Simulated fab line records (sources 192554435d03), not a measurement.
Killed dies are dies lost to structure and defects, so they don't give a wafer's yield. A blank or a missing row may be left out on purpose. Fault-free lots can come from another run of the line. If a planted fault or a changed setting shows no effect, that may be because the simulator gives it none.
Matching of chambers	flow n5Finfet	N5_BEOL_M9_VIA_ETCH_34 on rieDiel-04 has 4 sister chambers
The step etches SiCOH lowk in C4F6/O2, target depth 182.4 nm, time 68.4 s. 8 wafers are shown with their chamber, then 12 later ones without.

WAFERS, EACH WITH ITS CHAMBER
wafer	chamber	showerheadPlenumPTorr (Torr)	drypumpMotorCurrentA (A)
L077.4	2	2.93	5.7
L083.6	2	2.93	5.7
L086.3	3	2.70	6.6
L085.5	0	2.90	5.7
L085.6	1	2.88	6.5
L088.1	0	2.90	5.8
L088.3	1	2.87	6.5
L088.4	3	2.70	6.6

WAFERS WITH NO CHAMBER GIVEN
wafer	showerheadPlenumPTorr (Torr)	drypumpMotorCurrentA (A)
L089.1	2.87	6.5
L089.4	2.92	5.7
L089.5	2.87	6.5
L093.3	2.89	5.8
L093.4	2.92	5.7
L093.6	2.70	6.6
L095.2	2.70	6.6
L095.3	2.89	5.7
L095.4	2.92	5.7
L096.2	2.69	6.6
L096.4	2.89	5.8
L096.6	2.89	5.7

EACH ONE'S CHAMBER
wafer	from the rows above	in truth
L089.1	1	1
L089.4	2	2
L089.5	1	1
L093.3	0	0
L093.4	2	2
L093.6	3	3
L095.2	3	3
L095.3	0	0
L095.4	2	2
L096.2	3	3
L096.4	0	0
L096.6	0	0
12 of 12 placed correctly. From these rows, 0 cannot be placed. Wrongly placed: 0.
How it was worked out, from the rows above alone: a wafer's distance from a chamber is the root of the sum, over the readings, of the square of ((its reading less the chamber's mean) divided by the reading's scatter). The wafer belongs to the nearest chamber; if the next one is less than 2 further off, it can't be placed. A chamber's mean is the mean of its shown wafers. The scatter: take each reading less its chamber's mean, square it, sum over the shown wafers, divide by the number of wafers less the number of chambers, and take the root.
